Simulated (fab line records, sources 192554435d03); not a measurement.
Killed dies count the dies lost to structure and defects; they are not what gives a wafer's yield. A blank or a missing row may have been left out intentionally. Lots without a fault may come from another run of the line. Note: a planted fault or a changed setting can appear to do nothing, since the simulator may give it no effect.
One fault through the eyes of 3 desks ; flow n5Finfet ; what lay behind the numbers comes last; until then each desk has only its own

THE DEFECT DESK
For each lot, the counts of the inspections along the route, averaged over the sampled wafers that have a number. The brackets show how far a lot's mean lies from the usual mean; more than 4 standard deviations puts the lot out of limits, marked OUT.
Columns: A = rawDefectCount at N5_BEOL_M13_INSPECT_30, usual 2.1
lot;first seen here;A
L606;day 11 23:52;2.0
L608;day 12 07:40;0.7
L620;day 16 17:09;1.7
L619;day 16 19:02;1.7
L622;day 16 23:28;2.3
L626;day 18 03:44;1.7
Finding of this desk: none of the 6 lots has anything out of limits.

DESK OF THE TOOL OWNER: rieDiel-02
The tool's own readings at N5_BEOL_M13_ETCH_67 (etches SiARC in CF4, target depth 143 nm, time 238.3 s): means of the sampled wafers that have a number, for each lot that ran on this tool. The brackets show how far a lot's mean lies from the usual mean; more than 4 standard deviations puts the lot out of limits, marked OUT.
Columns: A = cf4FlowSccm at N5_BEOL_M13_ETCH_67, usual 100.00 sccm; B = drypumpMotorCurrentA at N5_BEOL_M13_ETCH_67, usual 5.7 A; C = etchRfOnTimeS at N5_BEOL_M13_ETCH_67, usual 237.8 s; D = oesProductAu at N5_BEOL_M13_ETCH_67, usual 0.67 a.u.; E = rfVppV at N5_BEOL_M13_ETCH_67, usual 184.0 V; F = showerheadPlenumPTorr at N5_BEOL_M13_ETCH_67, usual 2.13 Torr; G = throttleValvePct at N5_BEOL_M13_ETCH_67, usual 15.65 %
lot;first seen here;A;B;C;D;E;F;G
L606;day 11 23:56;99.81;6.1;240.2;0.72;184.2;2.14;15.56
L620;day 16 17:13;110.03 (+37) OUT;6.0;235.2;0.65;184.1;2.22;16.16
L622;day 16 23:47;110.29 (+38) OUT;5.8;238.5;0.71;183.4;2.18;15.87
Finding of this desk: L620, L622 out of limits; the first was L620 at day 16 17:13, on cf4FlowSccm at N5_BEOL_M13_ETCH_67. Within limits: L606.

FROM THE METROLOGY DESK
What the gauges read for every lot (on any tool): the sampled wafers with a number, averaged. The brackets show how far a lot's mean lies from the usual mean; more than 4 standard deviations puts the lot out of limits, marked OUT.
Columns: A = cdNm at N5_BEOL_M13_CD_MEAS_28, usual 209.5 nm; B = M13_OVL at N5_BEOL_M13_OVL_MEAS_29, usual 2 nm
lot;first seen here;A;B
L606;day 11 23:49;209.0;7
L608;day 12 07:37;209.9;4
L620;day 16 17:06;209.8;10
L619;day 16 18:58;209.0;-3
L622;day 16 23:25;209.5;2
L626;day 18 03:40;209.8;7
Finding of this desk: none of the 6 lots has anything out of limits.

BROUGHT TOGETHER
The tool owner's desk had the chance to raise an alarm at day 16 17:13 on L620, L622.
Nothing out of limits was seen by the defect desk.
Nothing out of limits was seen by the metrology desk.
The defect desk has L620, L622 on record, within its limits.
The metrology desk holds a record of L620, L622, inside its limits.
Every lot named ran N5_BEOL_M13_ETCH_67 on rieDiel-02.

WHAT THE SIMULATOR PUT IN
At N5_BEOL_M13_ETCH_67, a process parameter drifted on rieDiel-02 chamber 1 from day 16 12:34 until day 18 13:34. Setting cf4FlowSccm shifted by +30 from 100. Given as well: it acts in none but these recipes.
Lots struck among those shown: L620, L622.
Time in hours from fault onset to the first out-of-limits reading at each desk: the tool owner's desk, 5.
